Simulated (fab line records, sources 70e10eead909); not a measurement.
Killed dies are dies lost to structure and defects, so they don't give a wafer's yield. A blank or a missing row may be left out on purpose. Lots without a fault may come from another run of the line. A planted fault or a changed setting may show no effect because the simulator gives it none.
A struck lot beside a sound one | flow nand_harc | 14 steps out of a route of 1302
Sound: wafers L754.1, L754.2, L754.6. Struck: wafers L748.3, L748.5, L748.6. The cause comes at the end.
At each step with rows: each side's tool, then ch and its chambers, then its first start. Under that, the readings that differ: sound wafers | struck wafers | difference of the means | sigmas: that difference in standard deviations of wafers without a fault.
alike: readings whose means differ by less than 2 such deviations, and words and numbers that are the same on both sides. not compared: withheld readings, readings that some wafer has no value for, bounds like >300 that may hide the same value, and numbers for which the record gives no deviation and whose values overlap.
The two part at a step that has a row with sigmas, a row that says differs or no value, or rows on one side only. Numbers that don't overlap but have no deviation are shown without sigmas and don't part them. A reading that every wafer of one side lacks parts them only if that side has two wafers or more.

NHARC_A_BLC_DESCUM_15: chemistry O2, time 3 s.
  sound on rie_diel-11 ch 1,3, day 30 11:26; struck on rie_diel-06 ch 2,3, day 28 00:54
  alike: drypump_motor_current_A, oes_product_au, rf_vpp_V, showerhead_plenum_p_Torr, throttle_valve_pct
  not compared: rf_hours_counter_h
NHARC_A_BLC_ETCH_16: etches the open film in CF4, target depth 39 nm, time 65 s.
  sound on rie_diel-11 ch 1,2, day 30 11:32; struck on rie_diel-06 ch 0,2,3, day 28 00:59
  alike: drypump_motor_current_A, oes_product_au, rf_vpp_V, showerhead_plenum_p_Torr, throttle_valve_pct
  not compared: rf_hours_counter_h
NHARC_A_BLC_ETCH_17: etches the open film in N2/H2, target depth 390 nm, time 609.38 s.
  sound on rie_diel-11 ch 0,1,2; struck on rie_diel-06 ch 0,1,2
  alike: drypump_motor_current_A, oes_product_au, rf_vpp_V, showerhead_plenum_p_Torr, throttle_valve_pct
  not compared: rf_hours_counter_h
NHARC_A_BLC_ETCH_18: etches the open film in C4F8/O2/Ar, target depth 910 nm.
  sound on rie_diel-11 ch 2,3; struck on rie_diel-06 ch 0,3
  alike: oes_product_au, rf_vpp_V
  not compared: rf_hours_counter_h
NHARC_A_BLC_CD_MEAS_19:
  sound on cd_sem-01, day 30 12:24; struck on cd_sem-03, day 28 01:52
  alike: cd_nm
then, 5 steps without rows for these wafers: NHARC_A_BLC_STRIP_29 (strips in CF4); NHARC_A_BLC_STRIP_21 (strips in O2); NHARC_A_BLC_STRIP_22 (strips in post etch residue remover, time 600 s); NHARC_A_BLC_DEGAS_30 (time 60 s); NHARC_A_BLC_PRE_CLEAN_31 (time 15 s).
NHARC_A_BLC_PVD_32: deposits Ti, target thk 5 nm, time 17.7 s.
  sound on pvd_sputter-02; struck on pvd_sputter-03
  alike: cathode_dc_power_W, chamber_pressure_pa, throttle_valve_pct
then, 1 step without rows for these wafers: NHARC_A_BLC_ALD_23 (deposits TiN, target thk 3 nm, pulse time 1 s, ald cycles 150).
NHARC_A_BLC_CVD_24: deposits W, target thk 150 nm, time 434 s.
  sound on cvd_w-01 ch 0,1, day 30 13:26; struck on cvd_w-02 ch 0,1, day 28 03:47
  alike: heater_power_w, mfc_wf6_sccm, throttle_valve_pct
NHARC_A_BLC_CMP_25: polishes, t overpolish 30 s, target thk 150 nm.
  sound on cmp-01 ch 0,1,2, day 30 14:01; struck on cmp-01 ch 0,1,3, day 28 04:19
  reading                | sound          | struck         | difference | sigmas
  time_to_endpoint_s (s) | 27.8 26.7 27.3 | 60.9 60.8 65.2 | +35.0      | +15
  alike: motor_current_A, overpolish_run_s

WHERE THEY PART
Only at NHARC_A_BLC_CMP_25, within this record.

WHY: what the simulator had put in
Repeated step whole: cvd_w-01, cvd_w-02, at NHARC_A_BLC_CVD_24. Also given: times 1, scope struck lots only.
